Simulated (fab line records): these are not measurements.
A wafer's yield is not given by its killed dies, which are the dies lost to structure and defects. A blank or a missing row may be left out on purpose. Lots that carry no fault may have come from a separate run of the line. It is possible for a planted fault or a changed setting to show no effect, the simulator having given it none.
A lot that was struck, set against a sound lot :: flow nandHarc :: 14 out of 1302 route steps
Sound: the wafers L231.1, L231.2, L231.3. Struck: wafers L238.3, L238.4, L238.6. The cause comes at the end.
Each step with rows lists, per side, the tool, then ch with its chambers, then its first start. Under that, the readings that differ: sound wafers :: struck wafers :: difference of the means :: sigmas: that difference in standard deviations of wafers without a fault.
alike: same words and numbers on both sides, and readings whose means sit less than 2 such deviations apart. not compared: any withheld reading, any reading some wafer has no value for, any bound like >300 that may hide the same value, and any number with overlapping values for which the record gives no deviation.
The two part at a step that has a row with sigmas, a row that says differs or no value, or rows on one side only. Numbers that have no deviation but don't overlap get no sigmas and don't part them. A reading that every wafer of one side lacks parts them only if that side has two wafers or more.

first, 2 steps without rows for these wafers: NHARC_A_ONON_D1_ANNEAL_15 (time 3600 s); NHARC_A_ONON_D1_DEP_16 (target thk 1000 nm).
NHARC_A_ONON_D1_THK_MEAS_18: measures by ellipsometry.
  sound on filmMetro-02 at day 10 16:12; struck on filmMetro-01 at day 13 10:43
reading: thkNm (nm)
sound: 1001 1000 1000
struck: 1024 1026 1023
difference: +24
sigmas: +2
then, 1 step without rows for these wafers: NHARC_A_ONON_D1_DEP_19 (target thk 1000 nm).
NHARC_A_ONON_D1_THK_MEAS_21: measures by ellipsometry.
  sound on filmMetro-02 at day 10 16:46; struck on filmMetro-02 at day 13 11:19
  alike: thkNm
then, 1 step without rows for these wafers: NHARC_A_ONON_D1_DEP_22 (target thk 1000 nm).
NHARC_A_ONON_D1_THK_MEAS_24: measures by ellipsometry.
  sound on filmMetro-02 at day 10 17:20; struck on filmMetro-01 at day 13 11:53
  alike: thkNm
then, 1 step without rows for these wafers: NHARC_A_ONON_D1_DEP_25 (target thk 1000 nm).
NHARC_A_ONON_D1_THK_MEAS_27: measures by ellipsometry.
  sound on filmMetro-01 at day 10 17:53; struck on filmMetro-02 at day 13 12:26
  alike: thkNm
then, 1 step without rows for these wafers: NHARC_A_ONON_D1_DEP_28 (target thk 1000 nm).
NHARC_A_ONON_D1_THK_MEAS_30: measures by ellipsometry.
  sound on filmMetro-01 at day 10 18:28; struck on filmMetro-02 at day 13 13:01
  alike: thkNm
NHARC_A_ONON_D1_DEP_33: deposits SiO2, target thk 200 nm.
  sound on pecvd-04 ch 0,1,2, day 10 18:31; struck on pecvd-02 ch 1,2, day 13 13:04
  alike: heaterPowerW, throttleValvePct
NHARC_A_ONON_D1_THK_MEAS_34: measures by ellipsometry.
  sound on filmMetro-02 at day 10 18:56; struck on filmMetro-01 at day 13 13:29
reading: thkNm (nm)
sound: 199.2 202.7 199.1
struck: 214.3 214.3 219.3
difference: +15.6
sigmas: +6
-- break in the record here, with 17 days between the starts of the struck wafers on either side (left off in module A_ONON_D1, picked up again in module END, where the first step shown is number 1302 on the route) --
NHARC_END_SORT_01:
  sound on prober-02 ch 0, day 27 07:19; struck on prober-01 ch 0, day 30 01:55
  alike: killedAtArray, killedAtOther, killedAtPeriphery, killedDies, killedOpen, killedShort

## WHERE THEY PART
Earliest at NHARC_A_ONON_D1_THK_MEAS_18; latest, in this record, at NHARC_A_ONON_D1_THK_MEAS_34. Later steps at which nothing parts them and some readings are alike: NHARC_END_SORT_01.

WHY: the cause the simulator had injected
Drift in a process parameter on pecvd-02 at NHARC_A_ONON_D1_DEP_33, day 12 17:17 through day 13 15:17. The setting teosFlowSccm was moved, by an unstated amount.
